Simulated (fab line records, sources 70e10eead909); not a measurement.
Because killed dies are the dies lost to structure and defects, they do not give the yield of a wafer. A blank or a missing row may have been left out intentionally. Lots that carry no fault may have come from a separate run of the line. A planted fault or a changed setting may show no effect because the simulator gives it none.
Chamber matching | flow nandHarc | 4 sister chambers for NHARC_P_M2_DESCUM_14 on rieDiel-11
The step chemistry O2, time 3 s. 14 wafers are shown with their chamber, then 7 later ones without.

== WAFERS WITH THEIR CHAMBER ==
wafer  | chamber | drypumpMotorCurrentA (A) | throttleValvePct (%) | rfVppV (V)
L959.2 | 2       | 5.5                      | 11.312               | 58.9
L959.5 | 3       | 6.4                      | 11.300               | 59.1
L959.6 | 2       | 5.5                      | 11.308               | 59.3
L961.1 | 2       | 5.4                      | 11.306               | 58.2
L961.5 | 2       | 5.4                      | 11.296               | 57.3
L961.6 | 3       | 6.4                      | 11.316               | 58.7
L963.2 | 0       | 6.6                      | 11.309               | 59.2
L963.3 | 1       | 5.9                      | 11.318               | 57.9
L963.5 | 2       | 5.5                      | 11.314               | 57.0
L964.2 | 3       | 6.4                      | 11.309               | 59.0
L964.3 | 2       | 5.5                      | 11.311               | 57.9
L964.4 | 0       | 6.6                      | 11.301               | 58.5
L965.1 | 2       | 5.5                      | 11.310               | 58.3
L965.2 | 0       | 6.6                      | 11.308               | 57.1

SIGNATURES, as means of the wafers listed above
reading              | chamber 0 | chamber 1 | chamber 2 | chamber 3 | scatter within a chamber
drypumpMotorCurrentA | 6.600     | 5.900     | 5.471     | 6.400     | 0.0378
throttleValvePct     | 11.30600  | 11.31800  | 11.30814  | 11.30833  | 0.00616
rfVppV               | 58.267    | 57.900    | 58.129    | 58.933    | 0.799
Rule: for each reading, subtract the chamber's mean from the wafer's reading, divide by that reading's scatter and square the result; add these up over the readings and take the root, which gives the wafer's distance from the chamber. The wafer belongs to the nearest chamber; if the next one is less than 2 further off, it can't be placed. How the scatter is found: for the shown wafers, subtract from each reading the mean of its chamber, square and add these, divide the total by (wafers less chambers), then take the root.

== WAFERS WITH NO CHAMBER GIVEN ==
wafer  | drypumpMotorCurrentA (A) | throttleValvePct (%) | rfVppV (V)
L965.4 | 5.9                      | 11.312               | 58.1
L967.1 | 6.6                      | 11.318               | 57.8
L967.2 | 6.4                      | 11.307               | 57.0
L967.6 | 5.9                      | 11.315               | 57.5
L969.1 | 6.4                      | 11.315               | 57.3
L969.2 | 6.7                      | 11.316               | 57.5
L969.5 | 6.5                      | 11.320               | 56.0

== WHICH CHAMBER EACH WENT THROUGH ==
wafer  | from the rows above     | in truth
L965.4 | 1                       | 1
L967.1 | 0                       | 0
L967.2 | 3                       | 3
L967.6 | 1                       | 1
L969.1 | 3                       | 3
L969.2 | 0                       | 0
L969.5 | can't be placed: 0 or 3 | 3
Correctly placed: 6 of 7. Not placeable from these rows: 1 (in 1, the candidates include the true chamber). 0 placed wrongly.
